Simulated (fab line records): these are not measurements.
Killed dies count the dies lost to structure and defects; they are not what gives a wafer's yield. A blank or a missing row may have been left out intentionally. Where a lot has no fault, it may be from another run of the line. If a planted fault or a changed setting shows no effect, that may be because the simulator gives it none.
A lot that was struck, set against a sound lot	flow n5Finfet	14 out of 1938 route steps
Sound: the wafers L579.1, L579.2, L579.4. Struck: wafers L593.1, L593.3, L593.6. The cause is given at the end.
Order at every step that has rows: each side's tool, ch and its chambers, its first start. Under that, the readings that differ: sound wafers	struck wafers	difference of the means	sigmas: that difference in standard deviations of wafers without a fault.
alike: readings whose means differ by less than 2 such deviations, and words and numbers that are the same on both sides. not compared: withheld readings, readings that some wafer has no value for, bounds like >300 that may hide the same value, and numbers for which the record gives no deviation and whose values overlap.
Wherever a step has rows on one side only, a row that says differs or no value, or a row with sigmas, the two part there. Non-overlapping numbers with no deviation appear without sigmas and do not part them. A reading that every wafer of one side lacks parts them only if that side has two wafers or more.

first, 1 step without rows for these wafers: N5_BEOL_M5_STRIP_73 (strips in N2/H2).
N5_BEOL_M5_STRIP_64: strips in CF4.
  sound on rieDiel-02 ch 0,2, day 8 23:02; struck on rieDiel-04 ch 0,2,3, day 11 20:01
  alike: drypumpMotorCurrentA, oesProductAu, rfVppV, showerheadPlenumPTorr, throttleValvePct
  not compared: rfHoursCounterH
N5_BEOL_M5_HM_OPEN_17: chemistry Cl2/BCl3, target TiN, target depth 20 nm, overetch 6 nm.
  sound on rieMetal-01 ch 0, day 8 23:04; struck on rieMetal-03 ch 0,1, day 11 20:03
  alike: drypumpMotorCurrentA, heBacksideLeakSccm, mfcArSccm, mfcCl2Sccm, oesProductAu, throttleValvePct
  not compared: rfHoursCounterH
N5_BEOL_M5_STRIP_19: strips in O2.
  sound on rieDiel-06 ch 1,3, day 8 23:20; struck on rieDiel-02 ch 0,2,3, day 11 20:10
  alike: drypumpMotorCurrentA, oesProductAu, rfVppV, showerheadPlenumPTorr, throttleValvePct
  not compared: rfHoursCounterH
N5_BEOL_M5_CD_MEAS_18: pitch 56 nm, target cd 28 nm.
  struck on cdSem-03, day 11 20:14; sound on cdSem-02, day 8 23:24
  alike: cdNm
then, 7 steps without rows for these wafers: N5_BEOL_M5_COAT_65 (time 60 s, resist thk 60 nm); N5_BEOL_M5_COAT_66 (time 60 s, resist thk 12 nm); N5_BEOL_M5_COAT_74 (time 60 s, resist thk 5 nm); N5_BEOL_M5_COAT_22 (resist thk 30 nm); N5_BEOL_M5_EBR_24; N5_BEOL_M5_SOFTBAKE_23 (time 60 s); N5_BEOL_M5_EXPOSE_25 (exposes mask V4, defocus 10 nm).
N5_BEOL_M5_PEB_26: peb time 60 s.
  struck on lithoTrack-05, day 11 21:25; sound on lithoTrack-05 ch 0, day 8 23:44
  no value came back on the struck wafers for chillPlateTempC (C), exhaustPa (Pa); on the sound wafers chillPlateTempC (C) reads 23.10 22.99 23.12
then, 1 step without rows for these wafers: N5_BEOL_M5_DEVELOP_27 (develop time 30 s).

== WHERE THEY PART ==
Only at N5_BEOL_M5_PEB_26, within this record.

WHY: whatever the simulator had introduced
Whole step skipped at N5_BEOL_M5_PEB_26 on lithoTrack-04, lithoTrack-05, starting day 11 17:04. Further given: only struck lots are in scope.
